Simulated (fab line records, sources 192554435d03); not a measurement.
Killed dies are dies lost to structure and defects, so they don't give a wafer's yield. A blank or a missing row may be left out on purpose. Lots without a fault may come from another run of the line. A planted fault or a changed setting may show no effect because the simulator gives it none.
Which tool did it? | flow n5_finfet | 24 lots, 72 wafers sampled, at 6 steps of a route of 1938

WHAT THE GAUGES READ, wafer by wafer
N5_BEOL_M14_OVL_MEAS_11. Usual: V13_OVL -4 nm, standard deviation 5.
lot  | measured     | on         | V13_OVL (nm) | flag
L074 | day 11 21:41 | overlay-01 | 3 -2 0       |
L076 | day 12 03:50 | overlay-02 | 3 5 0        |
L075 | day 12 12:19 | overlay-01 | -5 -6 -8     |
L077 | day 12 12:35 | overlay-02 | -6 -2 0      |
L078 | day 12 13:05 | overlay-02 | -8 -18 -11   |
L079 | day 13 02:25 | overlay-01 | -9 -11 -14   |
L080 | day 13 08:06 | overlay-01 | 1 2 3        |
L083 | day 13 16:19 | overlay-02 | 0 -6 3       |
L081 | day 13 17:17 | overlay-02 | 3 -4 1       |
L082 | day 13 20:46 | overlay-01 | 4 -1 0       |
L086 | day 14 03:05 | overlay-01 | -10 -9 -12   |
L084 | day 14 03:28 | overlay-01 | -2 -4 -7     |
L087 | day 14 22:52 | overlay-02 | -6 -3 0      |
L088 | day 15 05:05 | overlay-01 | -5 -2 -5     |
L089 | day 15 07:30 | overlay-02 | -10 -2 -6    |
L085 | day 15 08:34 | overlay-02 | -2 4 -3      |
L090 | day 15 10:08 | overlay-01 | -11 -10 -11  |
L091 | day 15 14:10 | overlay-02 | -2 -4 -10    |
L092 | day 16 03:37 | overlay-02 | -11 -6 -3    |
L094 | day 16 19:32 | overlay-01 | -3 0 -2      |
L093 | day 16 19:49 | overlay-01 | 1 -8 -8      |
L097 | day 17 05:47 | overlay-01 | -5 -4 -3     |
L095 | day 17 07:48 | overlay-01 | 5 0 3        |
L096 | day 17 17:50 | overlay-02 | -2 3 -2      |

N5_BEOL_M14_CD_MEAS_28: target cd 284.4 nm. Usual: cd_nm 284.0 nm, standard deviation 1.4.
lot  | measured     | on        | cd_nm (nm)        | flag
L074 | day 11 22:38 | cd_sem-02 | 286.0 284.3 283.9 |
L076 | day 12 04:47 | cd_sem-01 | 283.2 282.2 284.9 |
L075 | day 12 13:17 | cd_sem-02 | 282.4 282.3 283.3 |
L077 | day 12 13:32 | cd_sem-01 | 286.1 286.0 285.5 |
L078 | day 12 13:54 | cd_sem-02 | 283.0 284.5 283.3 |
L079 | day 13 03:21 | cd_sem-03 | 281.4 283.9 285.0 |
L080 | day 13 09:14 | cd_sem-01 | 285.6 284.5 284.6 |
L083 | day 13 17:17 | cd_sem-01 | 285.0 283.8 283.7 |
L081 | day 13 18:06 | cd_sem-01 | 283.9 286.9 285.7 |
L082 | day 13 21:43 | cd_sem-03 | 284.2 285.3 284.2 |
L086 | day 14 03:55 | cd_sem-01 | 282.1 283.7 283.2 |
L084 | day 14 04:19 | cd_sem-03 | 282.3 282.1 282.7 |
L087 | day 14 23:42 | cd_sem-02 | 280.1 281.3 281.7 |
L088 | day 15 06:11 | cd_sem-02 | 285.1 283.7 284.8 |
L089 | day 15 08:31 | cd_sem-03 | 285.4 285.5 285.5 |
L085 | day 15 09:31 | cd_sem-01 | 285.3 285.6 283.6 |
L090 | day 15 10:58 | cd_sem-03 | 283.3 282.8 283.9 |
L091 | day 15 15:07 | cd_sem-03 | 282.9 283.6 282.7 |
L092 | day 16 04:26 | cd_sem-01 | 284.2 283.6 281.3 |
L094 | day 16 20:31 | cd_sem-02 | 285.2 284.1 284.0 |
L093 | day 16 20:46 | cd_sem-03 | 283.4 283.0 285.1 |
L097 | day 17 06:44 | cd_sem-03 | 283.0 283.0 283.0 |
L095 | day 17 08:39 | cd_sem-03 | 283.2 284.1 284.5 |
L096 | day 17 18:52 | cd_sem-01 | 286.1 285.5 285.7 |

N5_BEOL_M15_CD_MEAS_10: target cd 360 nm. Usual: cd_nm 359.8 nm, standard deviation 1.2.
lot  | measured     | on        | cd_nm (nm)        | flag
L074 | day 12 06:33 | cd_sem-02 | 358.4 358.0 358.4 |
L076 | day 12 13:13 | cd_sem-03 | 360.3 362.3 362.1 |
L075 | day 12 20:49 | cd_sem-01 | 360.8 359.7 361.8 |
L077 | day 12 22:29 | cd_sem-02 | 360.1 360.9 360.0 |
L078 | day 13 01:38 | cd_sem-03 | 360.9 359.8 359.6 |
L079 | day 13 07:34 | cd_sem-01 | 361.3 361.8 359.4 |
L080 | day 13 15:43 | cd_sem-02 | 359.8 359.8 360.4 |
L083 | day 13 22:09 | cd_sem-02 | 359.2 360.6 361.7 |
L081 | day 13 22:59 | cd_sem-02 | 356.7 356.5 357.5 |
L082 | day 14 02:43 | cd_sem-02 | 358.9 359.4 357.2 |
L086 | day 14 07:48 | cd_sem-01 | 359.9 359.2 359.9 |
L084 | day 14 08:20 | cd_sem-03 | 359.7 358.8 360.6 |
L087 | day 15 06:15 | cd_sem-02 | 359.2 359.2 358.8 |
L088 | day 15 09:37 | cd_sem-02 | 361.6 362.2 361.7 |
L089 | day 15 12:55 | cd_sem-02 | 359.2 360.1 359.7 |
L085 | day 15 14:16 | cd_sem-03 | 360.4 359.9 360.1 |
L090 | day 15 14:40 | cd_sem-03 | 360.0 360.4 360.6 |
L091 | day 15 18:08 | cd_sem-02 | 360.5 359.9 360.1 |
L092 | day 16 07:49 | cd_sem-01 | 359.1 359.3 358.9 |
L094 | day 17 00:17 | cd_sem-02 | 360.0 360.0 359.9 |
L093 | day 17 00:26 | cd_sem-03 | 359.2 359.3 358.5 |
L097 | day 17 13:54 | cd_sem-01 | 359.0 360.7 360.8 |
L095 | day 17 13:59 | cd_sem-01 | 359.9 359.3 359.1 |
L096 | day 17 22:13 | cd_sem-02 | 358.3 358.7 359.2 |

WHICH TOOL RAN EACH LOT (tool, then ch and the chambers of the sampled wafers, then the start)
lot  | N5_BEOL_M14_ETCH_38                           | N5_BEOL_M14_SPUTTER_43       | N5_BEOL_M14_ANNEAL_48
L074 | rie_diel-02 ch 0,2, day 12 04:37 or earlier   | pvd_sputter-01, day 12 04:37 | rtp_anneal-02 ch 0, day 12 05:07
L076 | rie_diel-01 ch 0,1, day 12 11:12 or earlier   | pvd_sputter-01, day 12 11:12 | rtp_anneal-01 ch 0, day 12 11:55
L075 | rie_diel-01 ch 1,2,3, day 12 19:01 or earlier | pvd_sputter-02, day 12 19:01 | rtp_anneal-02 ch 0, day 12 19:34
L077 | rie_diel-02 ch 0,2,3, day 12 20:34 or earlier | pvd_sputter-03, day 12 20:34 | rtp_anneal-01 ch 0, day 12 21:04
L078 | rie_diel-02 ch 0,2,3, day 12 23:26 or earlier | pvd_sputter-03, day 12 23:26 | rtp_anneal-01 ch 0, day 13 00:16
L079 | rie_diel-01 ch 0,2,3, day 13 05:46 or earlier | pvd_sputter-01, day 13 05:46 | rtp_anneal-01 ch 0, day 13 06:14
L080 | rie_diel-01 ch 2,3, day 13 13:40 or earlier   | pvd_sputter-02, day 13 13:40 | rtp_anneal-01 ch 0, day 13 14:13
L083 | rie_diel-02 ch 0,2, day 13 20:14 or earlier   | pvd_sputter-01, day 13 20:14 | rtp_anneal-02 ch 0, day 13 20:43
L081 | rie_diel-01 ch 0,2,3, day 13 20:48 or earlier | pvd_sputter-02, day 13 20:48 | rtp_anneal-02 ch 0, day 13 21:34
L082 | rie_diel-01 ch 0,2, day 14 00:55 or earlier   | pvd_sputter-02, day 14 00:55 | rtp_anneal-02 ch 0, day 14 01:26
L086 | rie_diel-02 ch 0,1,3, day 14 05:47 or earlier | pvd_sputter-02, day 14 05:47 | rtp_anneal-01 ch 0, day 14 06:33
L084 | rie_diel-05 ch 0,2,3, day 14 06:23 or earlier | pvd_sputter-03, day 14 06:23 | rtp_anneal-02 ch 0, day 14 06:59
L087 | rie_diel-05 ch 0,1,3, day 15 04:19 or earlier | pvd_sputter-02, day 15 04:19 | rtp_anneal-01 ch 0, day 15 04:52
L088 | rie_diel-01 ch 1,2,3, day 15 07:49 or earlier | pvd_sputter-02, day 15 07:49 | rtp_anneal-02 ch 0, day 15 08:19
L089 | rie_diel-02 ch 0,1,3, day 15 11:05 or earlier | pvd_sputter-02, day 15 11:05 | rtp_anneal-01 ch 0, day 15 11:33
L085 | rie_diel-02 ch 1,2, day 15 12:19 or earlier   | pvd_sputter-01, day 15 12:19 | rtp_anneal-02 ch 0, day 15 12:55
L090 | rie_diel-01 ch 0,1,3, day 15 12:49 or earlier | pvd_sputter-02, day 15 12:49 | rtp_anneal-02 ch 0, day 15 13:19
L091 | rie_diel-02 ch 1,2,3, day 15 16:20 or earlier | pvd_sputter-02, day 15 16:20 | rtp_anneal-02 ch 0, day 15 16:50
L092 | rie_diel-02 ch 0,2,3, day 16 05:53 or earlier | pvd_sputter-02, day 16 05:53 | rtp_anneal-02 ch 0, day 16 06:27
L094 | rie_diel-01 ch 0,1,3, day 16 22:21 or earlier | pvd_sputter-03, day 16 22:21 | rtp_anneal-01 ch 0, day 16 22:49
L093 | rie_diel-05 ch 0,1, day 16 22:25 or earlier   | pvd_sputter-02, day 16 22:25 | rtp_anneal-02 ch 0, day 16 22:53
L097 | rie_diel-05 ch 0,1,3, day 17 11:28 or earlier | pvd_sputter-03, day 17 11:28 | rtp_anneal-01 ch 0, day 17 12:26
L095 | rie_diel-02 ch 1,3, day 17 11:37 or earlier   | pvd_sputter-01, day 17 11:37 | rtp_anneal-02 ch 0, day 17 12:38
L096 | rie_diel-01 ch 0,1,2, day 17 20:16 or earlier | pvd_sputter-02, day 17 20:16 | rtp_anneal-01 ch 0, day 17 20:47
- N5_BEOL_M14_ETCH_38: etches SiCN in CF4/N2, target depth 106.5 nm, time 120.6 s.
- N5_BEOL_M14_SPUTTER_43: material TaN, target thk 15 nm, time 24.19 s.
- N5_BEOL_M14_ANNEAL_48: time 90 s.

WHAT THE TOOLS THEMSELVES READ (means of the sampled wafers that have a number; where no wafer has one, the mark that the record gives instead)
N5_BEOL_M14_ETCH_38. Usual: drypump_motor_current_A 5.7 A, standard deviation 0.5; oes_product_au 0.81 a.u., standard deviation 0.099; rf_vpp_V 382.0 V, standard deviation 1.8; showerhead_plenum_p_Torr 2.20 Torr, standard deviation 0.068; throttle_valve_pct 15.55 %, standard deviation 0.21.
lot  | tool        | drypump_motor_current_A (A) | oes_product_au (a.u.) | rf_vpp_V (V) | showerhead_plenum_p_Torr (Torr) | throttle_valve_pct (%) | flag
L074 | rie_diel-02 | 6.4                         | 0.95                  | 383.1        | 2.23                            | 15.38                  |
L076 | rie_diel-01 | 5.9                         | 0.72                  | 381.8        | 2.16                            | 15.82                  |
L075 | rie_diel-01 | 5.4                         | 0.73                  | 382.3        | 2.19                            | 15.72                  |
L077 | rie_diel-02 | 6.0                         | 0.92                  | 382.8        | 2.22                            | 15.36                  |
L078 | rie_diel-02 | 6.0                         | 0.92                  | 382.6        | 2.22                            | 15.36                  |
L079 | rie_diel-01 | 5.7                         | 0.70                  | 382.4        | 2.22                            | 15.72                  |
L080 | rie_diel-01 | 5.5                         | 0.71                  | 383.7        | 2.25                            | 15.69                  |
L083 | rie_diel-02 | 6.2                         | 0.90                  | 382.3        | 2.18                            | 15.41                  |
L081 | rie_diel-01 | 5.7                         | 0.70                  | 381.3        | 2.21                            | 15.73                  |
L082 | rie_diel-01 | 5.5                         | 0.70                  | 381.4        | 2.18                            | 15.68                  |
L086 | rie_diel-02 | 5.7                         | 0.86                  | 382.3        | 2.23                            | 15.49                  |
L084 | rie_diel-05 | 5.5                         | 0.77                  | 378.5        | 2.12                            | 15.39                  |
L087 | rie_diel-05 | 5.6                         | 0.79                  | 380.1        | 2.13                            | 15.45                  |
L088 | rie_diel-01 | 5.3                         | 0.71                  | 381.5        | 2.19                            | 15.77                  |
L089 | rie_diel-02 | 5.7                         | 0.85                  | 383.3        | 2.23                            | 15.51                  |
L085 | rie_diel-02 | 6.1                         | 0.81                  | 383.9        | 2.28                            | 15.63                  |
L090 | rie_diel-01 | 5.7                         | 0.82                  | 382.0        | 2.18                            | 15.68                  |
L091 | rie_diel-02 | 6.0                         | 0.84                  | 384.1        | 2.26                            | 15.50                  |
L092 | rie_diel-02 | 6.0                         | 0.87                  | 380.8        | 2.21                            | 15.41                  |
L094 | rie_diel-01 | 5.7                         | 0.79                  | 381.6        | 2.18                            | 15.69                  |
L093 | rie_diel-05 | 5.5                         | 0.86                  | 379.8        | 2.14                            | 15.39                  |
L097 | rie_diel-05 | 5.6                         | 0.88                  | 383.0        | 2.21                            | 15.33                  |
L095 | rie_diel-02 | 5.5                         | 0.81                  | 383.6        | 2.25                            | 15.50                  |
L096 | rie_diel-01 | 5.5                         | 0.88                  | 380.7        | 2.15                            | 15.50                  |

N5_BEOL_M14_SPUTTER_43. Usual: cathode_dc_power_W 15000 W, standard deviation 2.6; throttle_valve_pct 30.6 %, standard deviation 1.1.
lot  | tool           | cathode_dc_power_W (W) | throttle_valve_pct (%) | flag
L074 | pvd_sputter-01 | 15000                  | 30.2                   |
L076 | pvd_sputter-01 | 14999                  | 30.4                   |
L075 | pvd_sputter-02 | 15000                  | 30.8                   |
L077 | pvd_sputter-03 | 15001                  | 30.5                   |
L078 | pvd_sputter-03 | 15000                  | 29.4                   |
L079 | pvd_sputter-01 | 14999                  | 29.9                   |
L080 | pvd_sputter-02 | 15002                  | 31.2                   |
L083 | pvd_sputter-01 | 15001                  | 29.6                   |
L081 | pvd_sputter-02 | 15000                  | 30.7                   |
L082 | pvd_sputter-02 | 15002                  | 30.1                   |
L086 | pvd_sputter-02 | 15000                  | 31.3                   |
L084 | pvd_sputter-03 | 14999                  | 30.5                   |
L087 | pvd_sputter-02 | 15001                  | 31.7                   |
L088 | pvd_sputter-02 | 15000                  | 31.1                   |
L089 | pvd_sputter-02 | 15000                  | 31.3                   |
L085 | pvd_sputter-01 | 15000                  | 30.1                   |
L090 | pvd_sputter-02 | 15000                  | 31.3                   |
L091 | pvd_sputter-02 | 14998                  | 31.4                   |
L092 | pvd_sputter-02 | 14999                  | 31.2                   |
L094 | pvd_sputter-03 | 15000                  | 29.9                   |
L093 | pvd_sputter-02 | 14999                  | 31.2                   |
L097 | pvd_sputter-03 | 14999                  | 29.0                   |
L095 | pvd_sputter-01 | 15000                  | 30.1                   |
L096 | pvd_sputter-02 | 15000                  | 31.2                   |

N5_BEOL_M14_ANNEAL_48. Usual: wafer_temp_C_max 225.91, standard deviation 0.3.
lot  | tool          | wafer_temp_C_max | flag
L074 | rtp_anneal-02 | 225.96           |
L076 | rtp_anneal-01 | 226.07           |
L075 | rtp_anneal-02 | 225.52           |
L077 | rtp_anneal-01 | 225.99           |
L078 | rtp_anneal-01 | 226.36           |
L079 | rtp_anneal-01 | 225.96           |
L080 | rtp_anneal-01 | 226.05           |
L083 | rtp_anneal-02 | 225.97           |
L081 | rtp_anneal-02 | 225.67           |
L082 | rtp_anneal-02 | 225.72           |
L086 | rtp_anneal-01 | 226.24           |
L084 | rtp_anneal-02 | 225.86           |
L087 | rtp_anneal-01 | 226.18           |
L088 | rtp_anneal-02 | 225.83           |
L089 | rtp_anneal-01 | 225.96           |
L085 | rtp_anneal-02 | 225.61           |
L090 | rtp_anneal-02 | 225.38           |
L091 | rtp_anneal-02 | 225.80           |
L092 | rtp_anneal-02 | 225.67           |
L094 | rtp_anneal-01 | 226.25           |
L093 | rtp_anneal-02 | 225.65           |
L097 | rtp_anneal-01 | 225.92           |
L095 | rtp_anneal-02 | 225.66           |
L096 | rtp_anneal-01 | 226.16           |

THE ANSWER, worked out from the rows above alone
Rule: a lot is off if the mean of its wafers that have a number lies more than 3 standard deviations from the usual mean. A lot without any number at a reading at which 4 lots or more have one is off too. The other lots that the step has rows for count as sound. The gauges are gone through in route order, then the tools' own readings, and for those a lot's mean is taken as printed above. The first step at which some lot is off is used, and at that step the reading that is off furthest; a lot without a number counts as furthest.
No lot is off at any reading shown: from this, nothing can be told.

WHAT THE SIMULATOR HAD PUT IN
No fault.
